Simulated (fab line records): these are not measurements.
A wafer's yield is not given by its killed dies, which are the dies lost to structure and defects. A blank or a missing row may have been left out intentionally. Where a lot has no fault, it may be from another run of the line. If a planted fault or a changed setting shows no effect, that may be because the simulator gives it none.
fab line records	flow n5Finfet
[record] lots = 6	wafers = 16	lastDay = 17
route steps=1938 shown FIN_CUT@163 BEOL_M4@1111 PASSIVATION@1936
lots untouched by any fault: they come from a run of this same line in which no faults occurred
startH: start of the lot's first displayed wafer, in hours after the record's first day	waitH: hours from the lot's prior step to this one	" unchanged from the row above	L1.1+2: a single row standing in for several wafers	- value missing, or start not given	* or withheld: withheld	< > ~ a bound
route shown NAME@n: a module of which the file shows steps, and the number in the route of the first	usual: average and standard deviation across the fault-free wafers	same: alike in all rows	chamber/n: place in a boat	sites: per-site readings	_std_site: standard deviation across them	_edge_site: mean of outer sites minus mean of inner sites	radiusMm: for every site, how far away it sits from the centre of the wafer	mask NAME#n: copy n	behind: tool/chamber where the wafer was last shaped	hold: what put the lot on hold/how long, in hours/how the hold closed	device: the n, p or np transistor that did not switch	end of line: tests run on the same wafers once the route is complete	a step with no rows: only its recipe	killed: the dies lost at the first sort to structure and to defects; this is not the yield of the wafer	map: a wafer's dies, marking killed ones x, the rest . and places with no die _
set.NAME: the setting as run; set.NAME@STEP: as run at that earlier step	model.NAME: the simulator's own value behind a step, which no gauge read
certain route steps with their lots: each step a table, each wafer a row
services: from which hour (startH, from the record's first day; less than 0 if before it) a tool's chamber was out of use, for how many hours, and why
[[steps]]
[step N5_FIN_CUT_CD_MEAS_08]
[recipe] targetCdNm = 29.1	landingEnergyEv = 500	detector = seInlens	polarity = opening
[usual] cdNm = 29.15/0.24
lot.wafer	tool	chamber	startH	waitH	cdNm
L779.1	cdSem-02	0	39.57	-	29.33
L779.2	"	0	"	"	28.88
L779.5	"	0	"	"	29.27
L781.1	cdSem-02	0	51.26	-	29.54
L781.3	"	0	"	"	29.18
L781.6	"	0	"	"	29.30
L787.2	cdSem-03	0	92.87	-	28.97
L787.3	"	0	"	"	28.95
L787.4	"	0	"	"	29.36
L791.1	cdSem-03	0	111.87	-	29.27
L791.3	"	0	"	"	29.15
L794.2	cdSem-02	0	128.86	-	29.31
L794.5	"	0	"	"	29.34
L799.3	cdSem-02	0	158.41	-	29.08
L799.5	"	0	"	"	29.05
L799.6	"	0	"	"	29.35
[step N5_FIN_CUT_OVL_MEAS_09]
[recipe] pointsPerWafer = 522
[usual] FIN_CUT_OVL = -0.2/0.51
lot.wafer	tool	chamber	startH	waitH	FIN_CUT_OVL[nm]
L779.1	overlay-01	0	39.60	0.0	-0.1
L779.2	"	0	"	"	-0.2
L779.5	"	0	"	"	-0.6
L781.1	overlay-01	0	51.29	0.0	-0.8
L781.3	"	0	"	"	-0.4
L781.6	"	0	"	"	-0.6
L787.2	overlay-02	0	92.90	0.0	0.3
L787.3	"	0	"	"	-0.3
L787.4	"	0	"	"	-0.5
L791.1	overlay-01	0	111.90	0.0	-0.1
L791.3	"	0	"	"	0.2
L794.2	overlay-02	0	128.90	0.0	-0.8
L794.5	"	0	"	"	-0.6
L799.3	overlay-01	0	158.45	0.0	0.0
L799.5	"	0	"	"	0.1
L799.6	"	0	"	"	-0.4
[step N5_FIN_CUT_INSPECT_10]
[recipe] mode = adi	inspectInstrument = brightfield
[usual] rawDefectCount = 43/14
lot.wafer	tool	chamber	startH	waitH	rawDefectCount
L779.1	defectInspect-01	-	39.66	0.1	45
L779.2	"	-	"	"	32
L779.5	"	-	"	"	40
L781.1	defectInspect-02	-	51.35	0.1	28
L781.3	"	-	"	"	46
L781.6	"	-	"	"	29
L787.2	defectInspect-02	-	92.95	0.0	39
L787.3	"	-	"	"	24
L787.4	"	-	"	"	29
L791.1	defectInspect-02	-	111.96	0.1	38
L791.3	"	-	"	"	31
L794.2	defectInspect-02	-	128.95	0.0	48
L794.5	"	-	"	"	68
L799.3	defectInspect-01	-	158.49	0.0	38
L799.5	"	-	"	"	29
L799.6	"	-	"	"	31
[step N5_FIN_CUT_DESCUM_13]
[recipe] chemistry = O2	timeS = 7	sourcePowerW = 50	biasPowerW = 20	pressureMtorr = 20	rfFrequencyHz = 2.712e+07	tempC = 40	resist = CAR-EUV	o2FlowSccm = 225
[usual] chamberPressureMTorr = 20.001/0.017	drypumpMotorCurrentA = 5.7/0.4	oesProductAu = 0.80/0.091	rfVppV = 243.1/1.4	showerheadPlenumPTorr = 2.10/0.071	throttleValvePct = 20.28/0.27
lot.wafer	tool	chamber	startH	waitH	chamberPressureMTorr	drypumpMotorCurrentA	oesProductAu	rfHoursCounterH	rfVppV	showerheadPlenumPTorr	throttleValvePct
L779.1	rieDiel-01	1	40.17	0.5	20.008	5.8	0.75	150	243.7	2.09	20.18
L779.2	"	2	"	"	19.983	6.1	0.74	174	241.6	2.02	20.55
L779.5	"	0	"	"	20.032	5.2	0.76	-	244.2	2.17	20.28
L781.1	rieDiel-01	1	51.38	0.0	19.981	5.8	0.73	155	243.5	2.09	20.17
L781.3	"	0	"	"	19.988	5.2	0.76	135	244.2	2.17	20.28
L781.6	"	3	"	"	19.975	6.2	0.98	-	242.2	2.05	20.02
L787.2	rieDiel-01	2	92.99	0.0	20.015	6.1	0.73	192	240.8	2.01	20.60
L787.3	"	0	"	"	19.994	5.2	0.74	148	244.7	2.16	20.31
L787.4	"	1	"	"	20.009	5.8	0.74	168	243.0	2.09	20.19
L791.1	rieDiel-01	1	111.99	0.0	19.996	5.9	0.73	174	242.0	2.08	20.22
L791.3	"	0	"	"	20.029	5.2	0.73	154	244.3	2.16	20.33
L794.2	rieDiel-01	0	128.99	0.0	20.019	5.2	0.73	160	244.5	2.16	20.33
L794.5	"	3	"	"	19.994	6.2	0.92	-	243.7	2.04	20.06
L799.3	rieDiel-03	1	158.53	0.0	19.984	6.0	0.80	79	244.5	2.20	19.93
L799.5	"	0	"	"	20.024	5.3	0.84	-	245.7	2.23	20.14
L799.6	"	3	"	"	20.001	5.8	0.70	-	243.7	2.15	20.83
[step N5_FIN_CUT_ETCH_30]
[recipe] chemistry = N2/H2	target = underlayer	targetDepthA = 130	maskMaterial = CAR-EUV	timeS = 10.4	ionEnergyEv = 200	pressureMtorr = 30	sourceW = 840	biasW = 150	n2FlowSccm = 200	h2FlowSccm = 200	ends = cleared
[usual] chamberPressureMTorr = 29.998/0.027	drypumpMotorCurrentA = 5.7/0.4	etchRfOnTimeS = 10.32/0.2	oesProductAu = 0.69/0.076	rfVppV = 524.3/2.7	showerheadPlenumPTorr = 2.56/0.095	throttleValvePct = 17.8/0.32
lot.wafer	tool	chamber	startH	waitH	chamberPressureMTorr	drypumpMotorCurrentA	etchRfOnTimeS	oesProductAu	rfHoursCounterH	rfVppV	showerheadPlenumPTorr	throttleValvePct
L779.1	rieDiel-01	1	40.21	0.0	30.012	5.8	10.16	0.65	150	524.6	2.54	17.6
L779.2	"	2	"	"	30.032	6.1	10.21	0.64	174	518.9	2.42	17.8
L779.5	"	0	"	"	29.945	5.2	10.61	0.65	-	527.0	2.66	18.0
L781.1	rieDiel-01	1	51.42	0.0	29.994	5.8	10.14	0.65	155	523.3	2.54	17.6
L781.3	"	0	"	"	29.991	5.2	10.51	0.65	135	526.7	2.66	17.9
L781.6	"	3	"	"	30.030	6.2	10.27	0.83	-	522.1	2.49	17.4
L787.2	rieDiel-01	2	93.02	0.0	29.988	6.1	10.23	0.61	192	520.7	2.42	17.9
L787.3	"	0	"	"	29.964	5.2	10.60	0.63	148	527.3	2.66	18.0
L787.4	"	1	"	"	30.017	5.9	10.18	0.64	168	523.3	2.53	17.6
L791.1	rieDiel-01	1	112.03	0.0	30.036	5.8	10.26	0.65	174	522.7	2.53	17.6
L791.3	"	0	"	"	30.011	5.2	10.63	0.63	154	526.0	2.65	18.0
L794.2	rieDiel-01	0	129.02	0.0	30.006	5.2	10.58	0.62	160	526.5	2.65	18.0
L794.5	"	3	"	"	30.028	6.2	10.35	0.78	-	524.0	2.48	17.5
L799.3	rieDiel-03	1	158.56	0.0	30.019	6.0	10.75	0.69	79	526.6	2.69	17.4
L799.5	"	0	"	"	29.992	5.2	10.28	0.72	-	526.4	2.70	17.5
L799.6	"	3	"	"	29.985	5.9	10.06	0.60	-	526.6	2.64	18.6
[step N5_FIN_CUT_ETCH_20]
[recipe] chemistry = CF4	target = SiARC	targetDepthA = 260	maskMaterial = CAR-EUV	timeS = 43.3	ionEnergyEv = 80	pressureMtorr = 40	sourceW = 545	biasW = 36	Ar_flow_sccm = 100	cf4FlowSccm = 100	ends = cleared
[step N5_FIN_CUT_ETCH_21]
[recipe] chemistry = N2/H2	target = SOC	targetDepthA = 2190	overetchA = 438	maskMaterial = SiARC	tempC = 40	ionEnergyEv = 100	biasW = 61	timeS = 523.5	pressureMtorr = 30	sourceW = 850	n2FlowSccm = 200	h2FlowSccm = 200
[usual] chamberPressureMTorr = 29.997/0.027	drypumpMotorCurrentA = 5.7/0.4	oesProductAu = 0.74/0.081	rfVppV = 241.0/1.5	showerheadPlenumPTorr = 2.56/0.096	throttleValvePct = 17.7/0.32
lot.wafer	tool	chamber	startH	waitH	chamberPressureMTorr	drypumpMotorCurrentA	oesProductAu	rfHoursCounterH	rfVppV	showerheadPlenumPTorr	throttleValvePct
L779.1	rieDiel-01	1	40.27	0.0	30.024	5.8	0.69	150	240.9	2.54	17.5
L779.2	"	2	"	"	29.954	6.1	0.68	174	240.9	2.42	17.8
L779.5	"	0	"	"	29.990	5.2	0.70	-	241.8	2.67	17.9
L781.1	rieDiel-01	1	51.48	0.0	29.982	5.8	0.68	155	240.5	2.54	17.5
L781.3	"	0	"	"	29.967	5.2	0.69	135	242.8	2.66	17.9
L781.6	"	3	"	"	30.006	6.2	0.89	-	239.2	2.49	17.4
L787.2	rieDiel-01	2	93.08	0.0	29.995	6.1	0.66	192	238.5	2.42	17.8
L787.3	"	0	"	"	29.989	5.2	0.69	148	242.4	2.66	17.9
L787.4	"	1	"	"	29.980	5.8	0.68	168	241.4	2.53	17.6
L791.1	rieDiel-01	1	112.08	0.0	30.026	5.8	0.68	174	240.6	2.53	17.6
L791.3	"	0	"	"	30.004	5.2	0.69	154	244.1	2.65	17.9
L794.2	rieDiel-01	0	129.08	0.0	29.966	5.2	0.68	160	242.4	2.65	18.0
L794.5	"	3	"	"	29.997	6.3	0.84	-	240.8	2.48	17.4
L799.3	rieDiel-03	1	158.62	0.0	29.999	6.0	0.74	79	242.2	2.68	17.3
L799.5	"	0	"	"	29.992	5.2	0.76	-	243.1	2.70	17.5
L799.6	"	3	"	"	29.901	5.9	0.64	-	240.5	2.64	18.6
[step N5_FIN_CUT_STRIP_23]
[recipe] chemistry = N2/H2	tempC = 40	n2FlowSccm = 200	h2FlowSccm = 200	rfFrequencyHz = 6e+07
[step N5_FIN_CUT_STRIP_31]
[recipe] chemistry = N2/H2	tempC = 40	n2FlowSccm = 200	h2FlowSccm = 200	rfFrequencyHz = 6e+07
[step N5_FIN_CUT_STRIP_24]
[recipe] chemistry = CF4	resist = SiARC	powerW = 300	biasPowerW = 75	pressureMtorr = 50	cf4FlowSccm = 150	rfFrequencyHz = 6e+07
[step N5_FIN_CUT_CUT_ETCH_26]
[recipe] chemistry = CH3F/O2	target = SiNx	targetDepthA = 390	maskMaterial = SOC	timeS = 55.7	pressureMtorr = 30	sourceW = 395	biasW = 73	Ar_flow_sccm = 150	CH3F_flow_sccm = 30	O2_flow_sccm = 20	ionEnergyEv = 120
[usual] chamberPressureMTorr = 30.002/0.026	drypumpMotorCurrentA = 5.7/0.4	oesProductAu = 0.80/0.091	rfVppV = 297/5.5	showerheadPlenumPTorr = 2.01/0.075	throttleValvePct = 16.24/0.25
lot.wafer	tool	chamber	startH	waitH	chamberPressureMTorr	drypumpMotorCurrentA	oesProductAu	rfHoursCounterH	rfVppV	showerheadPlenumPTorr	throttleValvePct
L779.1	rieDiel-01	1	40.61	0.0	30.003	5.8	0.75	150	298	2.01	16.20
L779.2	"	2	"	"	29.987	6.1	0.72	174	293	1.90	16.33
L779.5	"	0	"	"	29.978	5.3	0.76	-	290	2.07	16.28
L781.1	rieDiel-01	1	51.82	0.0	29.996	5.8	0.76	155	299	2.01	16.21
L781.3	"	0	"	"	30.031	5.3	0.76	136	291	2.07	16.28
L781.6	"	3	"	"	30.001	6.2	0.99	-	307	1.96	16.01
L787.2	rieDiel-01	2	93.42	0.0	30.025	6.1	0.72	192	292	1.89	16.36
L787.3	"	0	"	"	29.987	5.2	0.73	148	290	2.07	16.31
L787.4	"	1	"	"	30.034	5.8	0.74	168	298	2.00	16.25
L791.1	rieDiel-01	1	112.43	0.0	29.963	5.8	0.74	174	300	2.00	16.23
L791.3	"	0	"	"	29.977	5.2	0.73	154	291	2.07	16.32
L794.2	rieDiel-01	0	129.42	0.0	30.001	5.2	0.73	160	289	2.06	16.33
L794.5	"	3	"	"	29.981	6.2	0.92	-	307	1.96	16.06
L799.3	rieDiel-03	1	158.96	0.0	29.990	6.0	0.79	79	295	2.10	15.87
L799.5	"	0	"	"	29.993	5.2	0.84	-	296	2.13	16.02
L799.6	"	3	"	"	30.015	5.9	0.69	-	299	2.06	16.77
[step N5_FIN_CUT_CUT_ETCH_27]
[recipe] chemistry = CHF3/O2	target = SiO2	targetDepthA = 40	maskMaterial = SOC	overetchA = 20	timeS = 4.9	pressureMtorr = 30	sourceW = 650	biasW = 170	Ar_flow_sccm = 200	CHF3_flow_sccm = 50	O2_flow_sccm = 5	ionEnergyEv = 200
[step N5_FIN_CUT_PRECLEAN_35]
[recipe] timeS = 13.3	tempC = 45	pressureTorr = 125	pHfTorr = 3	pCoreactantTorr = 25	chemistry = vHF
[usual] drypumpMotorCurrentA = 5.8/0.47	timeS = 13.3/0
lot.wafer	tool	chamber	startH	waitH	drypumpMotorCurrentA	timeS
L779.1	vaporEtch-01	1	40.72	0.0	5.7	13.3
L779.2	"	0	"	"	6.4	13.3
L779.5	"	1	"	"	5.6	13.3
L781.1	vaporEtch-01	1	51.93	0.0	5.6	13.3
L781.3	"	1	"	"	5.6	13.3
L781.6	"	0	"	"	6.4	13.3
L787.2	vaporEtch-01	0	93.54	0.0	6.3	13.3
L787.3	"	1	"	"	5.7	13.3
L787.4	"	0	"	"	6.3	13.3
L791.1	vaporEtch-01	1	112.54	0.0	5.6	12.545
L791.3	"	1	"	"	5.7	13.3
L794.2	vaporEtch-01	1	129.53	0.0	5.6	12.545
L794.5	"	1	"	"	5.6	13.3
L799.3	vaporEtch-02	0	159.10	0.1	5.7	13.3
L799.5	"	1	"	"	5.0	13.3
L799.6	"	0	"	"	5.7	13.3
[step N5_FIN_CUT_CUT_ETCH_15]
[recipe] chemistry = HBr/Cl2/O2	target = Si	targetDepthA = 1000	btTimeS = 10	maskMaterial = SOC	timeS = 42.4	ionEnergyEv = *	biasW = *	pressureMtorr = 10	icpW = 800	HBr_flow_sccm = 150	Cl2_flow_sccm = 80	O2_flow_sccm = 12
[usual] chamberPressureMTorr = 9.999/0.0087	drypumpMotorCurrentA = 5.7/0.55	oesProductAu = 1.000/0.016	throttleValvePct = 37.15/0.3
lot.wafer	tool	chamber	startH	waitH	chamberPressureMTorr	drypumpMotorCurrentA	oesProductAu	rfHoursCounterH	throttleValvePct
L779.1	rieSi-05	1	40.81	0.1	10.011	4.9	0.994	199	36.75
L779.2	"	2	"	"	10.002	6.2	1.012	58	37.33
L779.5	"	0	"	"	10.004	5.2	0.992	-	37.10
L781.1	rieSi-05	1	52.01	0.1	10.000	4.9	0.997	200	36.75
L781.3	"	0	"	"	10.004	5.2	0.995	119	37.09
L781.6	"	0	"	"	10.004	5.2	1.000	-	37.09
L787.2	rieSi-05	0	93.62	0.1	10.012	5.2	1.004	119	37.07
L787.3	"	3	"	"	9.999	6.5	0.977	200	37.30
L787.4	"	2	"	"	9.994	6.2	1.014	-	37.33
L791.1	rieSi-05	0	112.62	0.1	10.005	5.2	0.999	120	37.07
L791.3	"	3	"	"	10.022	6.4	0.977	200	37.28
L794.2	rieSi-06	0	129.62	0.1	10.006	5.8	1.020	1	36.55
L794.5	"	0	"	"	9.993	5.8	1.020	-	36.56
L799.3	rieSi-02	2	159.16	0.0	10.003	5.6	0.980	68	37.77
L799.5	"	2	"	"	9.992	5.6	0.971	-	37.79
L799.6	"	3	"	"	9.997	6.4	1.015	-	37.22
[step N5_BEOL_M4_RC_MEAS_101]
[usual] DIBL_N = 36.9/1.7	DIBL_P = 36.7/2.1	IOFF_N = 0.17/0.032	IOFF_P = 0.22/0.036	ION_N = 674/12	ION_P = 461/7	SS_N = 71.7/0.6	SS_P = 73.4/0.67	VT_N = 249/3.1	VT_P = -250/3.2
lot.wafer	tool	chamber	startH	waitH	DIBL_N[mV/V]	DIBL_P[mV/V]	IOFF_N[nA/um]	IOFF_P[nA/um]	ION_N[uA/um]	ION_P[uA/um]	SS_N[mV/dec]	SS_P[mV/dec]	VT_N[mV]	VT_P[mV]
L779.1	prober-02	0	185.74	0.0	37.0	35.6	0.16	0.17	667	455	71.3	73.3	250	-253
L779.2	"	0	"	"	37.5	35.7	0.17	0.17	677	452	71.7	73.2	251	-257
L779.5	"	0	"	"	36.3	35.5	0.15	0.16	672	453	71.6	73.3	254	-258
L781.1	prober-02	0	195.39	0.0	36.9	38.1	0.15	0.21	663	454	71.5	74.1	252	-251
L781.3	"	0	"	"	37.6	36.7	0.16	0.18	673	453	72.1	73.2	253	-253
L781.6	"	0	"	"	38.9	38.3	0.18	0.20	675	454	72.5	73.5	249	-252
L787.2	prober-01	0	248.76	0.2	38.3	37.0	0.20	0.23	679	462	71.8	73.1	247	-250
L787.3	"	0	"	"	40.8	41.3	0.25	0.31	694	471	72.6	75.5	245	-246
L787.4	"	0	"	"	37.2	36.2	0.17	0.21	675	456	71.5	73.8	249	-249
L791.1	prober-01	0	249.71	0.0	37.9	38.3	0.20	0.25	681	464	71.8	73.7	247	-251
L791.3	"	0	"	"	37.7	37.7	0.20	0.24	686	467	72.0	74.1	247	-247
L794.2	prober-02	0	271.08	0.2	35.3	34.8	0.14	0.19	665	458	70.8	73.2	250	-250
L794.5	"	0	"	"	36.7	36.5	0.16	0.22	675	468	71.8	73.4	249	-251
L799.3	prober-02	0	295.51	0.3	40.0	40.8	0.26	0.32	698	473	73.2	75.6	244	-245
L799.5	"	0	"	"	38.0	38.5	0.20	0.27	691	468	72.0	73.5	250	-246
L799.6	"	0	"	"	37.7	38.6	0.20	0.28	682	466	71.4	74.5	247	-246
[step N5_PASSIVATION_PROBE_49]
[usual] defectLimitedYield = 91.7/1.5	killed_at_M0_to_M3 = 32/9.6	killed_at_M4_up = 13/5.3	killedAtContacts = 12/6.8	killedAtFrontEnd = 36/9.8	killedAtOther = 4/3.1	killedDies = 98/17	killedOpen = 65/13	killedShort = 32/8.5	sort_bin_5_function = 4.9/0.93	sort_bin_6_memory = 3.2/0.67	sort_bin_8_speed = 0.00/0.02	sortNPass = 1082/17	sortYieldPct = 91.7/1.4
[same] grossDies = 1180	killedAtBackSide = 0	sort_bin_4_leakage[%] = 0
lot.wafer	tool	chamber	startH	waitH	defectLimitedYield[%]	killed_at_M0_to_M3	killed_at_M4_up	killedAtContacts	killedAtFrontEnd	killedAtOther	killedDies	killedOpen	killedShort	sort_bin_5_function[%]	sort_bin_6_memory[%]	sort_bin_8_speed[%]	sortNPass	sortYieldPct[%]
L779.1	prober-02	-	280.34	0.0	91.9	50	5	5	31	5	96	56	38	4.2	3.7	0	1084	91.9
L779.2	prober-02	-	280.39	0.1	92.3	26	11	8	42	4	91	54	35	4.1	3.5	0	1089	92.3
L779.5	prober-02	-	280.54	0.2	89.5	42	17	9	55	1	124	71	52	6.3	4.0	0	1056	89.5
L781.1	prober-01	-	293.15	0.0	91.8	33	17	9	36	2	97	60	35	4.9	3.1	0	1083	91.8
L781.3	prober-01	-	293.25	0.1	91.3	33	19	6	44	1	103	75	24	5.4	2.9	0	1077	91.3
L781.6	prober-01	-	293.40	0.3	93.5	24	15	11	25	2	77	57	18	4.2	2.0	0	1103	93.5
L791.1	prober-01	-	346.13	0.0	92.0	33	12	6	40	3	94	54	40	4.4	3.2	0	1086	92.0
L791.3	prober-01	-	346.23	0.1	90.8	29	14	8	51	6	108	62	45	4.5	4.4	0	1072	90.8
L787.2	prober-02	-	359.20	0.1	89.3	33	7	7	61	18	126	76	50	6.7	3.8	0	1054	89.3
L787.3	prober-02	-	359.25	0.1	92.9	36	12	3	26	7	84	55	28	4.5	2.6	0	1096	92.9
L787.4	prober-02	-	359.30	0.2	90.1	36	17	10	50	4	117	81	36	5.8	3.7	0	1063	90.1
L794.2	prober-01	-	374.49	0.1	91.3	33	21	9	40	0	103	64	36	4.8	3.3	0	1077	91.3
L794.5	prober-01	-	374.64	0.2	89.2	61	10	10	44	2	127	71	47	5.6	4.3	0	1053	89.2
L799.3	prober-02	-	395.88	0.1	89.3	32	15	23	45	11	126	79	46	6.6	3.8	0.08	1054	89.3
L799.5	prober-02	-	395.98	0.2	89.2	27	28	14	52	7	128	85	43	6.4	4.0	0	1052	89.2
L799.6	prober-02	-	396.03	0.3	91.0	21	6	20	51	8	106	75	30	4.8	4.1	0	1074	91.0
// killed by level:class
L779.1 BEOL_M1:geometricParticle:open=16 BEOL_M0_SAQP:geometricParticle:short=14 BEOL_M0_SAQP:geometricParticle:open=9 GATE_CUT:geometricParticle:short=5 MOL_CONTACT_COAG:geometricParticle:open=5 FIN_SAQP:geometricParticle:short=4 DUMMY_GATE:geometricParticle:open=4 BEOL_M3:geometricParticle:open=4
L779.2 STI_FIN_REVEAL:geometricParticle:open=10 GATE_CUT:geometricParticle:short=7 BEOL_M1:geometricParticle:open=7 STI_FIN_REVEAL:geometricParticle:short=5 MOL_CONTACT_COAG:geometricParticle:open=5 BEOL_M0_SAQP:geometricParticle:short=5 BEOL_M0_SAQP:geometricParticle:open=4 BEOL_M4:geometricParticle:open=4
L779.5 STI_FIN_REVEAL:geometricParticle:open=15 BEOL_M0_SAQP:geometricParticle:short=15 BEOL_M3:geometricParticle:open=10 FIN_SAQP:geometricParticle:short=9 BEOL_M0_SAQP:geometricParticle:open=9 MOL_CONTACT_COAG:geometricParticle:open=8 GATE_CUT:geometricParticle:short=5 BEOL_M8:geometricParticle:open=5
L781.1 BEOL_M2:geometricParticle:open=10 FIN_SAQP:geometricParticle:open=8 BEOL_M3:geometricParticle:open=7 FIN_SAQP:geometricParticle:short=6 BEOL_M4:geometricParticle:open=6 MOL_CONTACT_COAG:geometricParticle:open=6 GATE_CUT:geometricParticle:short=5 GATE_CUT:geometricParticle:open=5
L781.3 FIN_SAQP:geometricParticle:open=11 BEOL_M4:geometricParticle:open=10 BEOL_M3:geometricParticle:open=9 GATE_CUT:geometricParticle:open=8 BEOL_M2:geometricParticle:open=7 FIN_SAQP:geometricParticle:short=6 DUMMY_GATE:geometricParticle:open=4 MOL_CONTACT_COAG:geometricParticle:open=4
L781.6 MOL_CONTACT_COAG:geometricParticle:open=8 FIN_SAQP:geometricParticle:open=6 BEOL_M2:geometricParticle:open=6 BEOL_M3:geometricParticle:open=5 BEOL_M4:geometricParticle:open=5 STI_FIN_REVEAL:geometricParticle:open=4 GATE_CUT:geometricParticle:short=4 BEOL_M1:geometricParticle:open=4
L791.1 STI_FIN_REVEAL:geometricParticle:open=12 BEOL_M0_SAQP:geometricParticle:open=11 BEOL_M0_SAQP:geometricParticle:short=9 BEOL_M3:geometricParticle:open=7 BEOL_M4:geometricParticle:open=7 FIN_SAQP:geometricParticle:short=5 MOL_CONTACT_COAG:geometricParticle:open=5 STARTING-WAFER:geometricParticle:short=5
L791.3 STI_FIN_REVEAL:geometricParticle:open=14 FIN_SAQP:geometricParticle:short=10 FIN_SAQP:geometricParticle:open=8 BEOL_M0_SAQP:geometricParticle:short=8 BEOL_M2:geometricParticle:open=7 BEOL_M4:geometricParticle:open=7 MOL_CONTACT_COAG:geometricParticle:open=5 BEOL_M1:geometricParticle:short=5
L787.2 MIM_TOP_ETCH:geometricParticle:short=12 FIN_SAQP:geometricParticle:short=11 FIN_SAQP:geometricParticle:open=10 GATE_CUT:geometricParticle:open=10 BEOL_M3:geometricParticle:open=10 GATE_CUT:geometricParticle:short=8 STI_FIN_REVEAL:geometricParticle:open=7 MOL_CONTACT_COAG:geometricParticle:open=6
L787.3 BEOL_M2:geometricParticle:open=10 BEOL_M0:geometricParticle:open=8 FIN_SAQP:geometricParticle:short=6 BEOL_M1:geometricParticle:open=5 BEOL_M4:geometricParticle:open=5 GATE_CUT:geometricParticle:short=4 BEOL_M0_SAQP:geometricParticle:short=4 FIN_SAQP:geometricParticle:open=3
L787.4 GATE_CUT:geometricParticle:short=11 FIN_SAQP:geometricParticle:open=9 FIN_SAQP:geometricParticle:short=9 MOL_CONTACT_COAG:geometricParticle:open=9 BEOL_M2:geometricParticle:open=9 GATE_CUT:geometricParticle:open=8 BEOL_M4:geometricParticle:open=8 BEOL_M3:geometricParticle:open=7
L794.2 BEOL_M4:geometricParticle:open=9 MOL_CONTACT_COAG:geometricParticle:open=8 STI_FIN_REVEAL:geometricParticle:open=7 BEOL_M0_SAQP:geometricParticle:short=7 BEOL_M3:geometricParticle:open=7 BEOL_M1:geometricParticle:open=6 ILD0:geometricParticle:open=5 BEOL_M0_SAQP:geometricParticle:open=5
L794.5 BEOL_M0_SAQP:geometricParticle:open=20 BEOL_M0_SAQP:geometricParticle:short=17 BEOL_M2:geometricParticle:open=8 FIN_SAQP:geometricParticle:short=6 STI_FIN_REVEAL:geometricParticle:open=6 GATE_CUT:geometricParticle:short=5 BEOL_M1:geometricParticle:open=5 HKMG_FIN:areaEtch=5
L799.3 MOL_CONTACT_COAG:geometricParticle:open=16 BEOL_M0_SAQP:geometricParticle:open=11 FIN_SAQP:geometricParticle:short=10 BEOL_M4:geometricParticle:open=9 STI_FIN_REVEAL:geometricParticle:open=7 BEOL_M0_SAQP:geometricParticle:short=7 DUMMY_GATE:geometricParticle:open=7 MOL_CONTACT_COAG:geometricParticle:short=7
L799.5 BEOL_M4:geometricParticle:open=14 FIN_SAQP:geometricParticle:short=13 MOL_CONTACT_COAG:geometricParticle:open=11 FIN_SAQP:geometricParticle:open=8 DUMMY_GATE:geometricParticle:open=8 BEOL_M1:geometricParticle:open=6 BEOL_M0_SAQP:geometricParticle:open=5 GATE_CUT:geometricParticle:open=4
L799.6 MOL_CONTACT_COAG:geometricParticle:open=17 FIN_SAQP:geometricParticle:open=15 STI_FIN_REVEAL:geometricParticle:open=12 FIN_SAQP:geometricParticle:short=8 DUMMY_GATE:geometricParticle:open=5 BEOL_M0_SAQP:geometricParticle:open=5 BEOL_M3:geometricParticle:open=5 STARTING-WAFER:geometricParticle:short=4
[[services]]
tool	chamber	startH	hours	kind
rieDiel-03	-	32.50	14.6	pm
rieDiel-03	2	48.78	2.7	repair
rieSi-02	1	48.91	10.6	repair
rieDiel-03	2	62.74	8.3	repair
rieSi-06	0	80.03	-	clean
rieSi-06	0	80.03	-	consumableReplace:esc
rieSi-06	0	80.03	22.2	scheduledDown
rieSi-06	0	80.03	22.2	ventCycle
rieSi-05	1	83.38	-	clean
rieSi-05	1	83.38	20.6	scheduledDown
rieSi-05	1	83.38	20.6	ventCycle
rieSi-06	-	114.91	0.5	repair
rieSi-05	3	122.15	2.2	repair
rieSi-02	-	123.01	1.8	repair
rieSi-05	3	124.44	-	clean
rieSi-05	3	124.44	25.8	scheduledDown
rieSi-05	3	124.44	25.8	ventCycle
vaporEtch-02	-	127.05	2.8	pm
[[key]]
[firstSign] step = N5_FIN_CUT_PRECLEAN_35	reading = timeS	direction = down	sigmas = 99+	usual = *	struck = *
effect none on later readings
metAt N5_FIN_CUT_PRECLEAN_35
struckWafers L791.1,L794.2
onsetBetween 93.54 112.54
[fault] kind = processParameterDrift	tool = vaporEtch-01	chamber = -	onsetH = 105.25	steps = N5_FIN_CUT_PRECLEAN_35	channel = timeS	offset = *	shape = step	endH = 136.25	scope = struckWafersOnly	stated = *
